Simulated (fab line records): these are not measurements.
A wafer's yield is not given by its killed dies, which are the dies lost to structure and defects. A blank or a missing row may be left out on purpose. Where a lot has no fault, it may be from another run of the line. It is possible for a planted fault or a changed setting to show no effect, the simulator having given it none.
fab line records	flow nand_harc
[record] lots = 6	wafers = 18	last_day = 24
route steps=1159 shown A_BLC@989 A_M0@994 END@1159
lots with no fault: from the same line, run without faults
start_h: hours from the record's first day to the start of the lot's first wafer shown	wait_h: hours elapsed since this lot's preceding step	" unchanged from the row above	L1.1+2: a single row standing in for several wafers	- no value, or no start given	* or withheld: withheld	< > ~ a bound
route shown NAME@n: NAME is a module with steps in the file, n the number in the route of the first one	usual: average and standard deviation across the fault-free wafers	same: alike in all rows	chamber/n: place in a boat	sites: the reading at each site	_std_site: standard deviation of those values	_edge_site: outer sites' mean less inner sites'	radius_mm: how far each site lies from the wafer's centre	mask NAME#n: copy n	behind: the most recent tool/chamber to have shaped the wafer	hold: why the lot went on hold/how many hours it stayed there/how the hold came to an end	device: which transistor (n, p or np) failed to switch	end of line: tests of these same wafers at the route's end	a step without rows: its recipe alone	killed: not the wafer's yield, but the dies lost to structure and defects at the first sort	map: the dies of a wafer, with x for killed, . for not killed, _ for no die there
set.NAME: the run value of the setting; set.NAME@STEP: its run value at that earlier step	model.NAME: the simulator's own value behind a step, which no gauge read
lots at selected steps of the route; one table per step, one row per wafer
services: from which hour (start_h, from the record's first day; less than 0 if before it) a tool's chamber was out of use, for how many hours, and why
[[steps]]
[step NHARC_A_BLC_CVD_24]
[recipe] target_thk_a = 1500	temp_c = 300	pressure_torr = 40	wf6_flow_sccm = 40	h2_flow_sccm = 1600	ar_flow_sccm = 1560	time_s = 434	material = W
[usual] heater_power_outer_w = 275/19	heater_power_w = 491/14	throttle_valve_pct = 7.89/0.23
lot.wafer	tool	chamber	start_h	wait_h	heater_power_outer_w	heater_power_w	throttle_valve_pct
L520.4	cvd_w-01	0	-	-	266	488	7.71
L520.6	"	1	"	"	338	523	8.27
L520.5	"	0	"	"	260	483	8.01
L521.2	cvd_w-02	0	-	-	276	488	7.85
L521.4	"	1	"	"	266	501	7.72
L521.6	"	1	"	"	260	499	7.73
L524.1	cvd_w-02	0	-	-	278	496	7.89
L524.3	"	1	"	"	259	491	7.82
L524.6	"	1	"	"	271	499	8.03
L536.1	cvd_w-02	1	-	-	261	505	7.74
L536.3	"	1	"	"	262	493	7.84
L536.6	"	1	"	"	261	504	7.83
L537.2	cvd_w-01	1	-	-	305	482	8.18
L537.3	"	0	"	"	268	496	7.46
L537.6	"	0	"	"	262	492	7.90
L542.4	cvd_w-02	1	-	-	274	509	8.09
L542.5	"	1	"	"	261	513	8.20
L542.6	"	1	"	"	261	504	7.81
[step NHARC_A_BLC_CMP_25]
[recipe] t_overpolish_s = 30	target_thk_nm = 150
[usual] motor_current_A = 12.1/1.1	overpolish_run_s = 30.000/0.0096	time_to_endpoint_s = 30.5/3
lot.wafer	tool	chamber	start_h	wait_h	motor_current_A	overpolish_run_s	time_to_endpoint_s
L520.4	cmp-02	1	405.77	0.3	10.7	30.014	38.3
L520.6	"	2	"	"	12.9	29.989	34.5
L520.5	"	3	"	"	11.3	29.983	32.6
L521.4	cmp-04	2	406.33	0.3	13.7	30.012	30.3
L521.2	"	0	"	"	10.7	29.983	31.1
L521.6	"	1	"	"	11.9	29.991	35.1
L524.3	cmp-04	0	421.72	0.2	10.7	30.006	29.5
L524.1	"	2	"	"	14.4	29.999	30.1
L524.6	"	1	"	"	12.2	29.990	33.2
L536.1	cmp-01	1	493.29	0.5	12.1	30.007	34.4
L536.3	"	0	"	"	11.1	29.998	30.7
L536.6	"	1	"	"	10.4	29.998	37.1
L537.2	cmp-02	1	497.70	0.5	10.8	30.001	30.7
L537.3	"	2	"	"	13.8	29.976	33.3
L537.6	"	2	"	"	15.2	30.002	32.2
L542.4	cmp-04	1	520.97	0.4	12.4	30.012	30.2
L542.6	"	1	"	"	12.0	29.995	29.0
L542.5	"	2	"	"	14.5	30.002	30.6
[step NHARC_A_BLC_SRD_27]
[step NHARC_A_BLC_INSPECT_28]
[usual] raw_defect_count = 403/110
lot.wafer	tool	chamber	start_h	wait_h	raw_defect_count
L520.4	defect_inspect-01	-	406.10	0.1	413
L520.5	"	-	"	"	342
L520.6	"	-	"	"	370
L521.2	defect_inspect-02	-	406.71	0.1	343
L521.4	"	-	"	"	345
L521.6	"	-	"	"	405
L524.1	defect_inspect-02	-	422.12	0.1	316
L524.3	"	-	"	"	473
L524.6	"	-	"	"	388
L536.1	defect_inspect-02	-	493.69	0.1	390
L536.3	"	-	"	"	356
L536.6	"	-	"	"	343
L537.2	defect_inspect-02	-	498.13	0.1	348
L537.3	"	-	"	"	248
L537.6	"	-	"	"	306
L542.4	defect_inspect-02	-	521.39	0.1	469
L542.5	"	-	"	"	712
L542.6	"	-	"	"	431
[step NHARC_A_M0_DEP_00]
[recipe] target_thk_a = 1500	target_thk_nm = 150	temp_c = withheld	pressure_torr = 5	flow_sccm = 200	rf_w = 600	material = SiOC
[step NHARC_A_M0_DEHYDRATE_01]
[recipe] temp_c = 150	time_s = 120
[step NHARC_A_M0_HMDS_02]
[recipe] time_s = 30
[step NHARC_A_M0_COAT_33]
[recipe] temp_c = 200	time_s = 65
[step NHARC_A_M0_COAT_03]
[recipe] spin_rpm = 1500	resist_thk_nm = 90
[step NHARC_A_M0_SOFTBAKE_04]
[recipe] temp_c = 105	time_s = 55
[step NHARC_A_M0_EBR_05]
[step NHARC_A_M0_EXPOSE_06]
[recipe] na = 1.35	target_cd_nm = 80	dose_mj = 83.25	mask_id = A_M0
[usual] exposure_dose_mJ_cm2 = 83.24/0.082
lot.wafer	tool	chamber	start_h	wait_h	mask	exposure_dose_mJ_cm2
L520.4	arfi_scanner-01	0	406.87	-	A_M0#0	83.18
L520.5	"	0	"	"	A_M0#0	83.16
L520.6	"	0	"	"	A_M0#0	83.21
L521.2	arfi_scanner-02	0	407.50	-	A_M0#0	83.31
L521.4	"	0	"	"	A_M0#0	83.24
L521.6	"	0	"	"	A_M0#0	83.25
L524.1	arfi_scanner-01	0	422.76	-	A_M0#0	83.25
L524.3	"	0	"	"	A_M0#0	83.27
L524.6	"	0	"	"	A_M0#0	83.44
L536.1	arfi_scanner-02	0	494.45	-	A_M0#0	77.64
L536.3	"	0	"	"	A_M0#0	77.71
L536.6	"	0	"	"	A_M0#0	77.72
L537.2	arfi_scanner-02	0	498.77	-	A_M0#0	78.79
L537.3	"	0	"	"	A_M0#0	78.67
L537.6	"	0	"	"	A_M0#0	78.69
L542.4	arfi_scanner-03	0	522.04	-	A_M0#0	83.27
L542.5	"	0	"	"	A_M0#0	83.20
L542.6	"	0	"	"	A_M0#0	83.18
[step NHARC_A_M0_PEB_07]
[recipe] peb_temp_c = 100	peb_time_s = 65
[step NHARC_A_M0_DEVELOP_08]
[recipe] develop_time_s = 35	dev_temp_c = 23
[step NHARC_A_M0_CD_MEAS_09]
[recipe] target_cd_nm = 80	landing_energy_ev = 500
[usual] cd_nm = 80.1/0.58
lot.wafer	tool	chamber	start_h	wait_h	cd_nm
L520.4	cd_sem-03	0	407.01	-	81.1
L520.5	"	0	"	"	81.5
L520.6	"	0	"	"	80.7
L521.2	cd_sem-03	0	407.64	-	80.5
L521.4	"	0	"	"	80.2
L521.6	"	0	"	"	80.1
L524.1	cd_sem-03	0	422.90	-	80.0
L524.3	"	0	"	"	79.5
L524.6	"	0	"	"	79.8
L536.1	cd_sem-03	0	494.59	-	75.9
L536.3	"	0	"	"	76.2
L536.6	"	0	"	"	76.0
L537.2	cd_sem-01	0	498.90	-	76.6
L537.3	"	0	"	"	76.8
L537.6	"	0	"	"	76.6
L542.4	cd_sem-02	0	522.18	-	80.1
L542.5	"	0	"	"	80.4
L542.6	"	0	"	"	80.4
[step NHARC_A_M0_OVL_MEAS_10]
[recipe] pitch_nm = 160
[usual] overlay_x_nm = -0.1/0.91	overlay_y_nm = -0.1/0.75
lot.wafer	tool	chamber	start_h	wait_h	overlay_x_nm	overlay_y_nm
L520.4	overlay-01	-	407.09	-	-2.2	0.1
L520.5	"	-	"	"	-2.1	0.3
L520.6	"	-	"	"	-2.2	-0.4
L521.2	overlay-01	-	407.74	-	1.1	-0.5
L521.4	"	-	"	"	0.7	-0.3
L521.6	"	-	"	"	1.0	-0.4
L524.1	overlay-01	-	422.99	-	0.6	-1.1
L524.3	"	-	"	"	0.1	-0.7
L524.6	"	-	"	"	0.0	-0.9
L536.1	overlay-01	-	494.68	-	-0.5	0.1
L536.3	"	-	"	"	-0.4	-0.1
L536.6	"	-	"	"	-0.8	0.0
L537.2	overlay-01	-	498.99	-	0.7	-0.9
L537.3	"	-	"	"	0.4	-0.3
L537.6	"	-	"	"	0.0	-0.5
L542.4	overlay-02	-	522.26	-	-1.1	0.0
L542.5	"	-	"	"	-1.4	0.2
L542.6	"	-	"	"	-0.9	0.6
[step NHARC_A_M0_INSPECT_11]
[usual] raw_defect_count = 29/15
lot.wafer	tool	chamber	start_h	wait_h	raw_defect_count
L520.4	defect_inspect-01	-	407.13	0.0	25
L520.5	"	-	"	"	14
L520.6	"	-	"	"	20
L521.2	defect_inspect-01	-	407.78	0.0	9
L521.4	"	-	"	"	8
L521.6	"	-	"	"	16
L524.1	defect_inspect-01	-	423.03	0.0	18
L524.3	"	-	"	"	17
L524.6	"	-	"	"	16
L536.1	defect_inspect-01	-	494.71	0.0	46
L536.3	"	-	"	"	37
L536.6	"	-	"	"	39
L537.2	defect_inspect-01	-	499.03	0.0	31
L537.3	"	-	"	"	26
L537.6	"	-	"	"	21
L542.4	defect_inspect-01	-	522.29	0.0	25
L542.5	"	-	"	"	21
L542.6	"	-	"	"	26
[step NHARC_A_M0_DESCUM_14]
[recipe] time_s = 3	o2_flow_sccm = 200	ar_flow_sccm = 0	bias_power_w = 0	chemistry = O2
[usual] drypump_motor_current_A = 5.9/0.44	oes_product_au = 0.999/0.0093	rf_vpp_V = 57.8/0.93	showerhead_plenum_p_Torr = 1.94/0.079	throttle_valve_pct = 11.312/0.0095
lot.wafer	tool	chamber	start_h	wait_h	drypump_motor_current_A	oes_product_au	rf_hours_counter_h	rf_vpp_V	showerhead_plenum_p_Torr	throttle_valve_pct	model.A_M0.cd_nm
L520.4	rie_diel-05	3	407.20	0.1	6.2	0.989	3.9	57.5	1.91	11.314	80.97
L520.6	"	1	"	"	5.4	0.999	-	58.0	2.00	11.327	81.24
L520.5	"	2	"	"	5.2	1.002	-	56.5	2.01	11.309	82.08
L521.2	rie_diel-05	2	407.84	0.1	5.2	1.005	3.8	57.7	2.01	11.314	80.87
L521.4	"	1	"	"	5.5	1.003	3.8	57.1	2.00	11.324	80.9
L521.6	"	2	"	"	5.3	1.004	-	58.6	2.01	11.310	80.25
L524.1	rie_diel-07	3	423.10	0.1	6.5	1.000	1.4	57.3	1.92	11.305	80.45
L524.3	"	0	"	"	6.1	0.992	1.2	58.5	1.99	11.309	79.27
L524.6	"	1	"	"	5.5	1.006	-	57.9	2.04	11.308	79.29
L536.1	rie_diel-05	1	494.79	0.1	5.5	0.991	9.4	57.5	1.99	11.308	76.6
L536.3	"	2	"	"	5.2	1.001	9.7	58.4	2.01	11.326	76.61
L536.6	"	3	"	"	6.1	1.000	-	57.5	1.91	11.316	76.27
L537.2	rie_diel-05	1	499.09	0.1	5.4	0.996	9.4	59.2	1.99	11.310	76.91
L537.3	"	0	"	"	5.5	0.986	8.9	57.7	1.94	11.308	76.63
L537.6	"	2	"	"	5.2	0.999	-	58.8	2.01	11.313	76.96
L542.4	rie_diel-07	0	522.38	0.1	6.2	1.001	7.5	57.9	1.99	11.295	79.3
L542.5	"	1	"	"	5.5	1.002	-	57.2	2.04	11.296	80.07
L542.6	"	2	"	"	6.4	0.996	-	57.8	1.78	11.315	80.26
[step NHARC_A_M0_ETCH_34]
[recipe] target_depth_a = 400	overetch_a = 120	time_s = 43.94	ion_energy_ev = 200	n2_flow_sccm = 150	h2_flow_sccm = 150	ar_flow_sccm = 0	rf_w = 400	bias_w = 150	chemistry = N2/H2
[usual] drypump_motor_current_A = 5.9/0.44	oes_product_au = 1.000/0.01	rf_vpp_V = 431.4/2.5	showerhead_plenum_p_Torr = 2.07/0.086	throttle_valve_pct = 14.171/0.0098
lot.wafer	tool	chamber	start_h	wait_h	drypump_motor_current_A	oes_product_au	rf_hours_counter_h	rf_vpp_V	showerhead_plenum_p_Torr	throttle_valve_pct
L520.4	rie_diel-05	2	407.29	0.1	5.2	1.016	3.7	434.5	2.15	14.174
L520.5	"	3	"	"	6.1	1.006	-	430.4	2.04	14.162
L520.6	"	0	"	"	5.5	1.002	-	430.6	2.07	14.176
L521.2	rie_diel-05	3	407.94	0.1	6.1	0.999	3.9	430.6	2.04	14.178
L521.4	"	0	"	"	5.5	0.984	3.9	432.0	2.07	14.176
L521.6	"	1	"	"	5.5	0.990	-	433.0	2.13	14.187
L524.3	rie_diel-07	2	423.18	0.1	6.4	1.008	1.3	425.4	1.90	14.160
L524.1	"	0	"	"	6.2	0.987	1.2	431.9	2.13	14.181
L524.6	"	1	"	"	5.5	0.997	-	434.3	2.18	14.172
L536.3	rie_diel-05	0	494.87	0.1	5.5	0.993	8.9	430.5	2.07	14.170
L536.1	"	1	"	"	5.5	0.998	9.4	432.0	2.13	14.178
L536.6	"	2	"	"	5.2	0.997	-	432.3	2.14	14.162
L537.3	rie_diel-05	1	499.17	0.1	5.5	0.990	9.4	431.0	2.13	14.156
L537.2	"	2	"	"	5.2	1.003	9.8	433.1	2.14	14.160
L537.6	"	2	"	"	5.2	1.016	-	433.5	2.14	14.160
L542.4	rie_diel-07	1	522.45	0.1	5.5	1.003	7.5	433.1	2.17	14.162
L542.5	"	3	"	"	6.5	1.004	-	431.9	2.05	14.171
L542.6	"	0	"	"	6.2	0.994	-	433.2	2.12	14.177
[step NHARC_A_M0_ETCH_15]
[recipe] target_depth_a = 1500	overetch_a = 150	time_s = 82.5	c4f8_flow_sccm = withheld	ar_flow_sccm = 400	rf_w = 600	bias_w = 300	chemistry = C4F8/Ar
[usual] oes_product_au = 0.954/0.021	rf_vpp_V = 441.7/2.4
lot.wafer	tool	chamber	start_h	wait_h	oes_product_au	rf_hours_counter_h	rf_vpp_V	model.A_M0.cd_nm
L520.4	rie_diel-05	3	-	-	0.974	3.9	440.9	81.05
L520.6	"	1	"	"	0.957	-	444.3	80.73
L520.5	"	2	"	"	0.961	-	443.5	82
L521.2	rie_diel-05	0	-	-	0.959	4.0	442.0	80.51
L521.4	"	3	"	"	0.954	3.9	440.7	80.48
L521.6	"	1	"	"	0.972	-	443.6	80.2
L524.1	rie_diel-07	2	-	-	0.970	1.3	435.2	80.75
L524.3	"	3	"	"	0.976	1.5	442.3	79.51
L524.6	"	2	"	"	0.969	-	437.6	79.61
L536.1	rie_diel-05	2	-	-	0.979	9.7	443.5	76.96
L536.3	"	1	"	"	0.972	9.4	443.5	76.42
L536.6	"	2	"	"	0.986	-	443.6	76.55
L537.2	rie_diel-05	1	-	-	0.941	9.5	441.9	76.9
L537.3	"	2	"	"	0.940	9.8	444.8	76.8
L537.6	"	1	"	"	0.939	-	442.7	76.91
L542.4	rie_diel-07	3	-	-	0.981	8.2	441.2	79.73
L542.6	"	1	"	"	0.961	-	445.2	80.65
L542.5	"	2	"	"	0.959	-	435.7	79.52
[step NHARC_A_M0_CD_MEAS_16]
[usual] cd_nm = 80.1/0.81
lot.wafer	tool	chamber	start_h	wait_h	cd_nm
L520.4	cd_sem-02	-	407.49	-	81.0
L520.5	"	-	"	"	81.8
L520.6	"	-	"	"	80.8
L521.2	cd_sem-01	-	408.15	-	80.4
L521.4	"	-	"	"	80.2
L521.6	"	-	"	"	80.3
L524.1	cd_sem-02	-	423.42	-	81.0
L524.3	"	-	"	"	79.5
L524.6	"	-	"	"	79.8
L536.1	cd_sem-03	-	495.08	-	77.0
L536.3	"	-	"	"	76.5
L536.6	"	-	"	"	76.7
L537.2	cd_sem-01	-	499.39	-	77.3
L537.3	"	-	"	"	76.8
L537.6	"	-	"	"	76.9
L542.4	cd_sem-02	-	522.66	-	79.7
L542.5	"	-	"	"	79.5
L542.6	"	-	"	"	80.3
[step NHARC_A_M0_STRIP_18]
[recipe] power_w = 1000	n2_flow_sccm = 150	h2_flow_sccm = 150	ar_flow_sccm = 0	bias_w = 0	chemistry = N2/H2
[usual] drypump_motor_current_A = 5.8/0.41	oes_product_au = 0.997/0.01	rf_vpp_V = 90.8/1.1	showerhead_plenum_p_Torr = 2.06/0.083	throttle_valve_pct = 14.172/0.01
lot.wafer	tool	chamber	start_h	wait_h	drypump_motor_current_A	oes_product_au	rf_hours_counter_h	rf_vpp_V	showerhead_plenum_p_Torr	throttle_valve_pct
L520.4	rie_diel-06	0	407.61	0.1	6.5	0.978	10.2	91.6	2.08	14.157
L520.5	"	2	"	"	5.8	0.999	-	90.1	1.99	14.153
L520.6	"	3	"	"	5.6	1.004	-	92.7	2.15	14.165
L521.2	rie_diel-06	2	408.25	0.1	5.8	1.003	10.0	90.4	1.99	14.173
L521.4	"	0	"	"	6.5	0.995	10.3	90.9	2.08	14.177
L521.6	"	1	"	"	5.9	1.007	-	89.2	1.91	14.177
L524.1	rie_diel-07	0	423.53	0.1	6.2	0.993	1.3	89.7	2.13	14.176
L524.3	"	1	"	"	5.5	0.988	1.1	91.9	2.18	14.171
L524.6	"	0	"	"	6.2	0.984	-	92.3	2.13	14.184
L536.3	rie_diel-07	0	495.16	0.1	6.2	0.987	5.6	90.7	2.12	14.165
L536.1	"	1	"	"	5.5	0.993	5.5	91.6	2.17	14.166
L536.6	"	0	"	"	6.1	0.984	-	91.5	2.12	14.168
L537.3	rie_diel-06	0	499.51	0.1	6.5	0.978	5.6	92.5	2.08	14.182
L537.2	"	1	"	"	5.9	1.000	5.1	91.5	1.91	14.178
L537.6	"	3	"	"	5.6	1.014	-	90.5	2.14	14.185
L542.4	rie_diel-06	2	522.78	0.1	5.8	1.000	8.0	91.5	1.99	14.162
L542.6	"	0	"	"	6.5	0.986	-	91.6	2.08	14.160
L542.5	"	1	"	"	5.9	1.021	-	87.6	1.91	14.172
[step NHARC_END_SORT_01]
[recipe] temp_c = 25
[usual] defect_limited_yield = 95.6/1.6	killed_at_array = 26/10	killed_at_other = 0.8/1.1	killed_at_periphery = 3.3/2.6	killed_dies = 30/11	killed_open = 3.4/1.8	killed_short = 2.0/1.3	sort_bin_2_pct = 1.4/0.6	sort_bin_3_pct = 0.22/0.19	sort_bin_4_pct = 2.8/1.1	sort_n_pass = 647/11	sort_rim_yield_pct = 95.8/3	sort_yield_pct = 95.6/1.6
[same] gross_dies = 677	sort_bin_5_pct[%] = 0	sort_bin_6_pct[%] = 0	sort_bin_7_pct[%] = 0	sort_bin_8_pct[%] = 0	sort_rim_n_gross = 106.00
lot.wafer	tool	chamber	start_h	wait_h	defect_limited_yield[%]	killed_at_array	killed_at_other	killed_at_periphery	killed_dies	killed_open	killed_short	sort_bin_2_pct[%]	sort_bin_3_pct[%]	sort_bin_4_pct[%]	sort_n_pass	sort_rim_yield_pct[%]	sort_yield_pct[%]
L536.1	prober-02	0	540.54	2.5	93.4	44	0	1	45	2	1	1.2	0.59	4.9	632	93.4	93.4
L536.3	prober-02	0	542.16	3.1	94.1	37	3	0	40	2	3	2.7	0.44	2.8	637	98.1	94.1
L536.6	prober-02	0	544.59	4.0	94.2	36	2	1	39	3	0	2.7	0	3.1	638	99.1	94.2
// killed by level:class
L536.1 A_SLIT:chamber_film_flake=18 A_CHANNEL_HOLE_D1:chamber_film_flake=8 A_SGD_CUT:chamber_film_flake=8 A_STAIRCASE:chamber_film_flake=4 A_CONTACT:chamber_film_flake=3 A_ONON_D1:geometric_particle:open=1 A_ONON_D1:geometric_particle:short=1 A_CHANNEL_HOLE_D1:geometric_particle:open=1
L536.3 A_SLIT:chamber_film_flake=18 A_CHANNEL_HOLE_D1:chamber_film_flake=5 A_SGD_CUT:chamber_film_flake=5 A_CONTACT:chamber_film_flake=3 THIN_TSV:chamber_film_flake=3 A_ONON_D1:geometric_particle:short=2 A_CONTACT:geometric_particle:open=2 A_CONTACT:geometric_particle:short=1
L536.6 A_SLIT:chamber_film_flake=21 A_SGD_CUT:chamber_film_flake=9 A_CHANNEL_HOLE_D1:chamber_film_flake=3 A_CONTACT:geometric_particle:open=2 THIN_TSV:chamber_film_flake=2 P_CONTACT:geometric_particle:open=1 A_STAIRCASE:chamber_film_flake=1
[[services]]
tool	chamber	start_h	hours	kind
cmp-02	-	394.89	0.8	repair
rie_diel-05	0	398.67	-	clean
rie_diel-05	1	398.67	-	clean
rie_diel-05	2	398.67	-	clean
rie_diel-05	3	398.67	-	clean
cmp-04	-	399.17	4.0	pm
rie_diel-07	-	405.24	9.0	pm
rie_diel-06	-	418.22	9.0	pm
cmp-02	-	422.63	4.0	pm
arfi_scanner-02	-	428.00	4.0	pm
cmp-04	-	431.47	1.5	repair
arfi_scanner-01	-	435.87	1.3	repair
cmp-02	-	464.07	1.8	repair
cvd_w-01	-	473.54	13.0	pm
cmp-01	-	473.74	4.0	pm
cmp-02	-	477.84	1.7	repair
arfi_scanner-03	-	484.00	4.0	pm
rie_diel-06	-	487.97	0.8	repair
cmp-04	-	497.17	4.0	pm
arfi_scanner-02	-	502.55	3.1	repair
cmp-02	-	511.81	2.4	repair
cvd_w-02	0	516.70	6.0	repair
rie_diel-05	-	517.65	9.0	pm
cmp-02	-	520.63	4.0	pm
[[key]]
[first_sign] step = NHARC_A_M0_EXPOSE_06	reading = exposure_dose_mJ_cm2	direction = down	sigmas = 62	usual = 83.24	struck = 78.20
[effect] step = NHARC_A_M0_CD_MEAS_09	reading = cd_nm	direction = down	sigmas = 6.6	usual = 80.1	struck = 76.4	through = control_loop
[effect] step = NHARC_A_M0_CD_MEAS_16	reading = cd_nm	direction = down	sigmas = 4.1	usual = 80.1	struck = 76.8	through = control_loop
[model_effect] step = NHARC_A_M0_DESCUM_14	value = A_M0.cd_nm	without = 80.75	struck = 76.66
[model_effect] step = NHARC_A_M0_ETCH_15	value = A_M0.cd_nm	without = 80.84	struck = 76.76
met_at NHARC_A_M0_EXPOSE_06
struck_wafers L536.1,L536.3,L536.6,L537.2,L537.3,L537.6
[loop_trim] step = NHARC_A_M0_EXPOSE_06	setting = dose	lots = L537
onset_between 407.50 494.45
[fault] kind = process_parameter_drift	tool = arfi_scanner-02	chamber = -	onset_h = 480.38	steps = NHARC_A_M0_EXPOSE_06	channel = dose_mj	offset = -5.5967	shape = step	acts_in = these_recipes_only	stated = 83.25
// loop_trim: a control loop set the setting to another value than it would have without faults
